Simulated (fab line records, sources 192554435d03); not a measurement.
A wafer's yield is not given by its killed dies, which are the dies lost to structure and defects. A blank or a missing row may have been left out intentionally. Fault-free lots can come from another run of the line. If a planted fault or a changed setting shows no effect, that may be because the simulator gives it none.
The tool behind it: which one? / flow n5 finfet / 8 lots, 24 wafers sampled, at 5 steps of a route of 1938

== WHAT THE GAUGES READ, wafer by wafer ==
N5_STI_FIN_REVEAL_INSPECT_13: inspects for defects (darkfield).
lot=L871; measured=day 2 13:32; on=defect inspect-01; raw defect count=10 16 7
lot=L872; measured=day 2 20:01; on=defect inspect-01; raw defect count=8 14 21
lot=L877; measured=day 4 01:01; on=defect inspect-02; raw defect count=7 6 17
lot=L879; measured=day 4 16:55; on=defect inspect-01; raw defect count=14 10 16
lot=L884; measured=day 5 20:23; on=defect inspect-01; raw defect count=1411 1401 1323
lot=L885; measured=day 6 01:58; on=defect inspect-02; raw defect count=1385 1382 1335
lot=L891; measured=day 7 14:29; on=defect inspect-01; raw defect count=8 14 20
lot=L893; measured=day 8 00:38; on=defect inspect-02; raw defect count=12 11 5

== WHICH TOOL RAN EACH LOT (tool, then ch and the chambers of the sampled wafers, then the start) ==
lot=L871; N5_FIN_CUT_ETCH_20=rie diel-05 ch 0,1,3, day 2 03:40; N5_STI_FIN_REVEAL_CMP_04=cmp-02 ch 2,3, day 2 09:45; N5_STI_FIN_REVEAL_ETCHBACK_08=rie diel-03 ch 0,1,3, day 2 10:27; N5_STI_FIN_REVEAL_PRECLEAN_32=remote plasma-01 ch 1, day 2 13:01
lot=L872; N5_FIN_CUT_ETCH_20=rie diel-02 ch 0,1,2, day 2 09:42; N5_STI_FIN_REVEAL_CMP_04=cmp-02 ch 0,1,2, day 2 16:22; N5_STI_FIN_REVEAL_ETCHBACK_08=rie diel-03 ch 0,3, day 2 16:58; N5_STI_FIN_REVEAL_PRECLEAN_32=remote plasma-02 ch 1, day 2 19:29
lot=L877; N5_FIN_CUT_ETCH_20=rie diel-02 ch 0,1,2, day 3 14:59; N5_STI_FIN_REVEAL_CMP_04=cmp-03 ch 1,2,3, day 3 21:21; N5_STI_FIN_REVEAL_ETCHBACK_08=rie diel-06 ch 0,2, day 3 21:53; N5_STI_FIN_REVEAL_PRECLEAN_32=remote plasma-02 ch 1, day 4 00:28
lot=L879; N5_FIN_CUT_ETCH_20=rie diel-02 ch 0,1, day 4 06:50; N5_STI_FIN_REVEAL_CMP_04=cmp-02 ch 0,1, day 4 12:53; N5_STI_FIN_REVEAL_ETCHBACK_08=rie diel-01 ch 2,3, day 4 13:51; N5_STI_FIN_REVEAL_PRECLEAN_32=remote plasma-02 ch 1, day 4 16:23
lot=L884; N5_FIN_CUT_ETCH_20=rie diel-04 ch 0,2,3, day 5 10:40; N5_STI_FIN_REVEAL_CMP_04=cmp-01 ch 0,2,3, day 5 16:44; N5_STI_FIN_REVEAL_ETCHBACK_08=rie diel-06 ch 1,3, day 5 17:13; N5_STI_FIN_REVEAL_PRECLEAN_32=remote plasma-02 ch 0, day 5 19:53
lot=L885; N5_FIN_CUT_ETCH_20=rie diel-05 ch 0,1,2, day 5 16:08; N5_STI_FIN_REVEAL_CMP_04=cmp-03 ch 1,2,3, day 5 22:11; N5_STI_FIN_REVEAL_ETCHBACK_08=rie diel-03 ch 0,3, day 5 22:56; N5_STI_FIN_REVEAL_PRECLEAN_32=remote plasma-02 ch 1, day 6 01:27
lot=L891; N5_FIN_CUT_ETCH_20=rie diel-02 ch 1,2, day 7 02:57; N5_STI_FIN_REVEAL_CMP_04=cmp-02 ch 0,1,2, day 7 10:23; N5_STI_FIN_REVEAL_ETCHBACK_08=rie diel-03 ch 0,1,2, day 7 11:11; N5_STI_FIN_REVEAL_PRECLEAN_32=remote plasma-01 ch 0, day 7 13:54
lot=L893; N5_FIN_CUT_ETCH_20=rie diel-05 ch 1,3, day 7 14:49; N5_STI_FIN_REVEAL_CMP_04=cmp-02 ch 0,1,2, day 7 20:59; N5_STI_FIN_REVEAL_ETCHBACK_08=rie diel-03 ch 0,1,3, day 7 21:29; N5_STI_FIN_REVEAL_PRECLEAN_32=remote plasma-01 ch 1, day 8 00:06
- N5_FIN_CUT_ETCH_20: etches SiARC in CF4, target depth 26 nm, time 43.3 s.
- N5_STI_FIN_REVEAL_CMP_04: polishes, stops on Si3N4, t overpolish 4 s, target thk 131.83 nm.
- N5_STI_FIN_REVEAL_ETCHBACK_08: etches SiO2 in C4F6/O2, target depth 30.5 nm, time 10.167 s.
- N5_STI_FIN_REVEAL_PRECLEAN_32: cleans in NF3:NH3, afs cycles 1, time 20 s, sublimation time 60 s.

== THE ANSWER, worked out from the rows above alone ==
Rule: the usual values come from the lots themselves. Put in order of their means at a reading, lots are off if they are a third of the lots or fewer, leave a main group of 4 or more, and stand apart from it by a gap of 3 or more times the standard deviation of the main group's means; of several such gaps the widest counts. A main group whose means are all the same, to the digits that the tables above print for the reading, isn't used. A lot without any number at a reading at which 4 lots or more have one is off too. Any other lot the step has rows for is counted as sound.
Off at N5_STI_FIN_REVEAL_INSPECT_13 (raw defect count): L884, L885. For the main group the mean is 12 and the standard deviation 2.
A tool fits if, at a process step before that reading, it ran every lot that is off, and no sound lot after the first of them. Those tools and the gauges at N5_STI_FIN_REVEAL_INSPECT_13 are tried in the same way. One fits: remote plasma-02 at N5_STI_FIN_REVEAL_PRECLEAN_32. Its last sound lot is L879 (day 4 16:23), its first lot that is off L884 (day 5 19:53): a fault that began between those two fits.

== WHAT HAD BEEN PUT IN BY THE SIMULATOR ==
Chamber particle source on remote plasma-02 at N5_STI_FIN_REVEAL_PRECLEAN_32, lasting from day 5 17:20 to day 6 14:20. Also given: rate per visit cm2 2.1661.
Lots struck among those shown: L884, L885. The rule given above showed the same thing.
